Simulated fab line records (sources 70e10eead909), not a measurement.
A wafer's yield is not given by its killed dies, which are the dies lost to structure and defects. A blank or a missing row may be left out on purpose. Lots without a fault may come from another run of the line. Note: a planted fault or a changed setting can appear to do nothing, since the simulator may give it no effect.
Matching of chambers + flow nand harc + 3 sister chambers for NHARC_A_STAIRCASE_DEP_151 on pecvd-04
The step deposits SiO2, target thk 7200 nm. 3 wafers are shown with their chamber, then 9 later ones without.

## EACH WAFER AND ITS CHAMBER
| wafer  | chamber | heater power w (W) |
|--------|---------|--------------------|
| L087.1 | 1       | 685                |
| L087.2 | 2       | 655                |
| L087.3 | 0       | 803                |

## WAFERS WITHOUT THEIR CHAMBER
| wafer  | heater power w (W) |
|--------|--------------------|
| L091.1 | 584                |
| L091.4 | 571                |
| L091.5 | 583                |
| L093.2 | 872                |
| L093.4 | 743                |
| L093.6 | 570                |
| L097.2 | 668                |
| L097.4 | 575                |
| L097.6 | 578                |

## THE CHAMBER EACH PASSED THROUGH
| wafer  | from the rows above          | in truth |
|--------|------------------------------|----------|
| L091.1 | can't be placed: 2 or 1      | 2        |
| L091.4 | can't be placed: 2 or 1      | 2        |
| L091.5 | can't be placed: 2 or 1      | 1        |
| L093.2 | can't be placed: 0 or 1      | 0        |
| L093.4 | can't be placed: 1 or 0 or 2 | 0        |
| L093.6 | can't be placed: 2 or 1      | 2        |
| L097.2 | can't be placed: 2 or 1 or 0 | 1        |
| L097.4 | can't be placed: 2 or 1      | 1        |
| L097.6 | can't be placed: 2 or 1      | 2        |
0 of 9 placed correctly. Unplaceable from these rows: 9, with the true chamber sitting among the candidates in 9. Placed wrongly: 0.
How it was worked out, from the rows above alone: a wafer's distance from a chamber is the root of the sum, over the readings, of the square of ((its reading less the chamber's mean) divided by the reading's scatter). The wafer belongs to the nearest chamber; if the next one is less than 2 further off, it can't be placed. For every chamber, the mean is computed from those of its wafers that are shown. The scatter: root of mean squared gap, hidden wafer to nearest shown wafer, with one shown wafer a chamber.
